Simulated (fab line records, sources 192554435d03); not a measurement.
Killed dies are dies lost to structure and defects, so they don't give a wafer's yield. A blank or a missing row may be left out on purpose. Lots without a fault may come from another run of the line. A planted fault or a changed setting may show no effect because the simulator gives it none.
Split-lot experiment | flow n5_finfet | 7 lots, 21 wafers read, on a route of 1938 steps

THE SPLIT
At N5_BEOL_M3_COAT_67 (time 60 s, resist thk 60 nm), the setting spin_rpm was moved away from the recipe's 1500 rpm on 7 of the 21 wafers read, by -7.5% to +10.6%. The other wafers ran this setting at the recipe's value.

FROM THE SPLIT TO THE READING: what the file shows between them, 11 steps
- N5_BEOL_M3_COAT_22: resist thk 30 nm (also split here: spin_rpm)
- N5_BEOL_M3_EBR_24
- N5_BEOL_M3_SOFTBAKE_23: time 60 s
- N5_BEOL_M3_EXPOSE_25: exposes mask V2, defocus 5 nm
- N5_BEOL_M3_PEB_26: peb time 60 s
- N5_BEOL_M3_DEVELOP_27: develop time 30 s
- N5_BEOL_M3_ALD_98: deposits SiO2, target thk 2.5 nm, pulse time 1 s, co reactant pulse time 1 s
- N5_BEOL_M3_ETCHBACK_99: etches SiO2 in CHF3, target depth 5 nm, time 10.4 s
- N5_BEOL_M3_ETCH_70: etches SOC in N2/H2, target depth 80 nm, overetch 16 nm, time 120 s
- N5_BEOL_M3_STRIP_71: strips in N2/H2
- N5_BEOL_M3_STRIP_78: strips in N2/H2

THE READING
SOC_of_BEOL_M3_COAT_67.thk_nm (the simulator's own value, which no gauge read), in nm, at N5_BEOL_M3_VIA_ETCH_34 (etches the open film in C4F6/O2, target depth 69.4 nm, time 65.9 s). The file gives no usual value for it. The 14 wafers here that ran the recipe average 52.0 nm, standard deviation 0.26 nm.

wafer  | tool, chamber at the split | spin_rpm as run, rpm | against the recipe | SOC_of_BEOL_M3_COAT_67.thk_nm, nm | against lot-mates on the recipe
L088.3 | litho_track-05, 0          | 1500                 | recipe             | 52                                | -
L088.5 | litho_track-05, 0          | 1500                 | recipe             | 51.8                              | -
L088.6 | litho_track-05, 0          | 1500                 | recipe             | 52.2                              | -
L089.2 | litho_track-05, 0          | 1500                 | recipe             | 52                                | -
L089.5 | litho_track-05, 0          | 1500                 | recipe             | 51.8                              | -
L089.6 | litho_track-05, 0          | 1500                 | recipe             | 51.6                              | -
L090.4 | litho_track-05, 0          | 1659                 | +10.6%             | 49.2                              | no lot-mate on the recipe
L090.5 | litho_track-05, 0          | 1659                 | +10.6%             | 49.2                              | no lot-mate on the recipe
L090.6 | litho_track-05, 0          | 1659                 | +10.6%             | 48.8                              | no lot-mate on the recipe
L091.3 | litho_track-04, 0          | 1500                 | recipe             | 51.6                              | -
L091.4 | litho_track-04, 0          | 1500                 | recipe             | 52.4                              | -
L091.5 | litho_track-04, 0          | 1500                 | recipe             | 52.2                              | -
L092.2 | litho_track-05, 0          | 1500                 | recipe             | 51.8                              | -
L092.4 | litho_track-05, 0          | 1650                 | +10.0%             | 48.6                              | -3.2
L092.5 | litho_track-05, 0          | 1650                 | +10.0%             | 49                                | -2.8
L093.3 | litho_track-02, 0          | 1500                 | recipe             | 52.4                              | -
L093.4 | litho_track-02, 0          | 1500                 | recipe             | 52                                | -
L093.5 | litho_track-02, 0          | 1500                 | recipe             | 52.2                              | -
L094.1 | litho_track-05, 0          | 1388                 | -7.5%              | 54.4                              | +2.6
L094.5 | litho_track-05, 0          | 1500                 | recipe             | 51.8                              | -
L094.6 | litho_track-05, 0          | 1388                 | -7.5%              | 54.2                              | +2.4

THE FIT
A straight line over all 21 wafers: SOC_of_BEOL_M3_COAT_67.thk_nm changes by -0.296 nm for each +1% of spin_rpm; r = -0.99; the points scatter about the line by 0.27 nm.
The same after taking each lot's own level away (the mean of its wafers on the recipe; 18 wafers): -0.313 nm for each +1%; r = -0.99; scatter 0.22 nm.
On that fit, the largest move of spin_rpm shifts the reading by 3.3 nm.
The lots' own levels span 51.80 to 52.20 nm, that is 1.6 times the standard deviation above.
So the lot-to-lot level changes the slope little: the two slopes agree.
Check: with one of the wafers moved furthest among these (+10.0%) left out of the fit, the line predicts -3.04 nm for it against its lot-mates. It came out at -3.2 nm against them.

OTHER SPLITS ON THESE WAFERS
These wafers also went through other splits before the reading. Each is held against what the fit with the lots' levels taken away leaves over:
other split on the same wafers     | wafers away from the commonest value | r with SOC_of_BEOL_M3_COAT_67.thk_nm (lot level and that fit taken away)
N5_BEOL_M1_COAT_61 spin_rpm        | 11                                   | +0.08
N5_BEOL_M1_ETCH_70 bias_w          | 5                                    | -0.10
N5_BEOL_M1_TRENCH_ETCH_37 source_w | 6                                    | +0.32
N5_BEOL_M2_DESCUM_33 time_s        | 6                                    | -0.27
N5_BEOL_M3_COAT_22 spin_rpm        | 4                                    | -0.54

THE WHOLE CHAIN: every reading that the file lists as answering this split, in the file's order
step                   | what it does                                                        | reading                                                                        | change (the file's fit)               | r (the file's)
N5_BEOL_M3_COAT_67     | time 60 s, resist thk 60 nm                                         | SOC_of_BEOL_M3_COAT_67.thk_nm (the simulator's own value, which no gauge read) | -0.298 nm for each +1% of the setting | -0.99
N5_BEOL_M3_ETCH_70     | etches SOC in N2/H2, target depth 80 nm, overetch 16 nm, time 120 s | etch.depth_nm (the simulator's own value, which no gauge read)                 | -0.301 nm for each +1% of the setting | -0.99
N5_BEOL_M3_VIA_ETCH_34 | etches the open film in C4F6/O2, target depth 69.4 nm, time 65.9 s  | SOC_of_BEOL_M3_COAT_67.thk_nm (the simulator's own value, which no gauge read) | -0.312 nm for each +1% of the setting | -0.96

THE FILE'S OWN FIT
SOC_of_BEOL_M3_COAT_67.thk_nm changes by -0.312 nm for each +1% of spin_rpm, r = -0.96.
